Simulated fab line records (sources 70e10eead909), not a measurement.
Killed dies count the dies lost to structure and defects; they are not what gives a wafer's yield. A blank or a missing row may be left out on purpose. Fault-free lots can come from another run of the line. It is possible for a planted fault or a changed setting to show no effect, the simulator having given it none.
Chamber matching | flow nandHarc | aldHk-04 running NHARC_A_CHANNEL_FILL_D2_ALD_02: 4 sister chambers
The step deposits SiO2, target thk 6 nm, pulse time 10 s, ald cycles 60. 7 wafers are shown with their chamber, then 7 later ones without.

WAFERS, EACH WITH ITS CHAMBER
wafer  | chamber | heaterPowerW (W) | precursorPulseHeightRel
L079.4 | 2       | 493              | 0.977
L079.6 | 1       | 514              | 0.970
L087.1 | 3       | 444              | 1.009
L087.2 | 0       | 495              | 1.009
L087.6 | 1       | 496              | 1.000
L090.1 | 0       | 496              | 0.977
L090.3 | 3       | 442              | 0.984

WAFERS WITHOUT THEIR CHAMBER
wafer  | heaterPowerW (W) | precursorPulseHeightRel
L090.5 | 441              | 0.978
L092.1 | 438              | 0.992
L092.2 | 495              | 0.993
L092.3 | 498              | 1.009
L093.1 | 437              | 1.019
L093.2 | 501              | 1.004
L093.3 | 506              | 1.016

CHAMBER TAKEN BY EACH
wafer  | from the rows above          | in truth
L090.5 | 3                            | 3
L092.1 | 3                            | 3
L092.2 | can't be placed: 0 or 2 or 1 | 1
L092.3 | can't be placed: 0 or 1 or 2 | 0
L093.1 | 3                            | 3
L093.2 | can't be placed: 0 or 1 or 2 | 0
L093.3 | can't be placed: 1 or 0 or 2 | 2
Correct placement for 3 of the 7. Unplaceable from these rows: 4, with the true chamber sitting among the candidates in 4. Placed wrongly: 0.
How it was worked out, from the rows above alone: a wafer's distance from a chamber is the root of the sum, over the readings, of the square of ((its reading less the chamber's mean) divided by the reading's scatter). If the next closest chamber is less than 2 further off than the closest, the wafer can't be placed; otherwise it belongs to the closest. For every chamber, the mean is computed from those of its wafers that are shown. How the scatter is found: for the shown wafers, subtract from each reading the mean of its chamber, square and add these, divide the total by (wafers less chambers), then take the root.
